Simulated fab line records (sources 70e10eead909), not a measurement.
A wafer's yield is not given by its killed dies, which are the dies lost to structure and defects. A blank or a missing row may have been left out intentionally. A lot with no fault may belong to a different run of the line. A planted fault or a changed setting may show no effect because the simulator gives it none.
Matching of chambers + flow nand harc + 4 sister chambers for NHARC_P_GATE_DESCUM_61 on rie diel-11
The step chemistry O2, time 3 s. 18 wafers are shown with their chamber, then 9 later ones without.

== EACH WAFER AND ITS CHAMBER ==
| wafer  | chamber | drypump motor current A (A) | showerhead plenum p Torr (Torr) | oes product au (a.u.) |
|--------|---------|-----------------------------|---------------------------------|-----------------------|
| L074.2 | 1       | 5.3                         | 1.83                            | 0.997                 |
| L074.4 | 2       | 6.0                         | 1.99                            | 0.997                 |
| L074.6 | 2       | 6.0                         | 1.99                            | 1.000                 |
| L078.2 | 3       | 5.0                         | 1.91                            | 1.004                 |
| L078.4 | 0       | 6.0                         | 1.93                            | 1.005                 |
| L078.5 | 0       | 6.0                         | 1.93                            | 1.023                 |
| L079.4 | 2       | 6.0                         | 1.99                            | 0.994                 |
| L079.5 | 3       | 5.0                         | 1.91                            | 0.990                 |
| L079.6 | 2       | 6.0                         | 1.99                            | 0.999                 |
| L081.1 | 2       | 6.0                         | 1.99                            | 0.992                 |
| L081.3 | 1       | 5.3                         | 1.83                            | 0.991                 |
| L081.6 | 3       | 5.0                         | 1.91                            | 0.988                 |
| L082.1 | 1       | 5.4                         | 1.83                            | 1.010                 |
| L082.2 | 0       | 6.0                         | 1.92                            | 1.016                 |
| L082.4 | 3       | 5.0                         | 1.91                            | 1.000                 |
| L086.3 | 3       | 5.0                         | 1.90                            | 1.004                 |
| L086.4 | 1       | 5.3                         | 1.82                            | 0.998                 |
| L086.5 | 3       | 5.0                         | 1.90                            | 1.001                 |

SIGNATURES (averages over the wafers above)
| reading                  | chamber 0 | chamber 1 | chamber 2 | chamber 3 | scatter within a chamber |
|--------------------------|-----------|-----------|-----------|-----------|--------------------------|
| drypump motor current A  | 6.000     | 5.325     | 6.000     | 5.000     | 0.0231                   |
| showerhead plenum p Torr | 1.9267    | 1.8275    | 1.9900    | 1.9067    | 0.00443                  |
| oes product au           | 1.01467   | 0.99900   | 0.99640   | 0.99783   | 0.00681                  |
Rule: for a wafer and a chamber, the distance is found by dividing, reading by reading, the gap between the wafer's reading and the chamber's mean by the reading's scatter, squaring, summing and taking the root. If the next closest chamber is less than 2 further off than the closest, the wafer can't be placed; otherwise it belongs to the closest. The scatter is the square root of a quotient: the sum, over the shown wafers, of each reading's squared deviation from its chamber's mean, divided by wafers minus chambers.

== WAFERS WITH NO CHAMBER GIVEN ==
| wafer  | drypump motor current A (A) | showerhead plenum p Torr (Torr) | oes product au (a.u.) |
|--------|-----------------------------|---------------------------------|-----------------------|
| L087.1 | 6.0                         | 1.92                            | 1.001                 |
| L087.2 | 5.3                         | 1.82                            | 0.987                 |
| L087.6 | 5.0                         | 1.90                            | 1.004                 |
| L094.2 | 5.3                         | 1.82                            | 0.995                 |
| L094.4 | 5.0                         | 1.90                            | 0.992                 |
| L094.5 | 6.0                         | 1.92                            | 1.003                 |
| L097.1 | 6.0                         | 1.92                            | 1.006                 |
| L097.2 | 6.0                         | 1.98                            | 0.991                 |
| L097.3 | 5.3                         | 1.82                            | 0.996                 |

== EACH ONE'S CHAMBER ==
| wafer  | from the rows above | in truth |
|--------|---------------------|----------|
| L087.1 | 0                   | 0        |
| L087.2 | 1                   | 1        |
| L087.6 | 3                   | 3        |
| L094.2 | 1                   | 1        |
| L094.4 | 3                   | 3        |
| L094.5 | 0                   | 0        |
| L097.1 | 0                   | 0        |
| L097.2 | 2                   | 2        |
| L097.3 | 1                   | 1        |
Correctly placed: 9 of 9. From these rows, 0 cannot be placed. 0 placed wrongly.
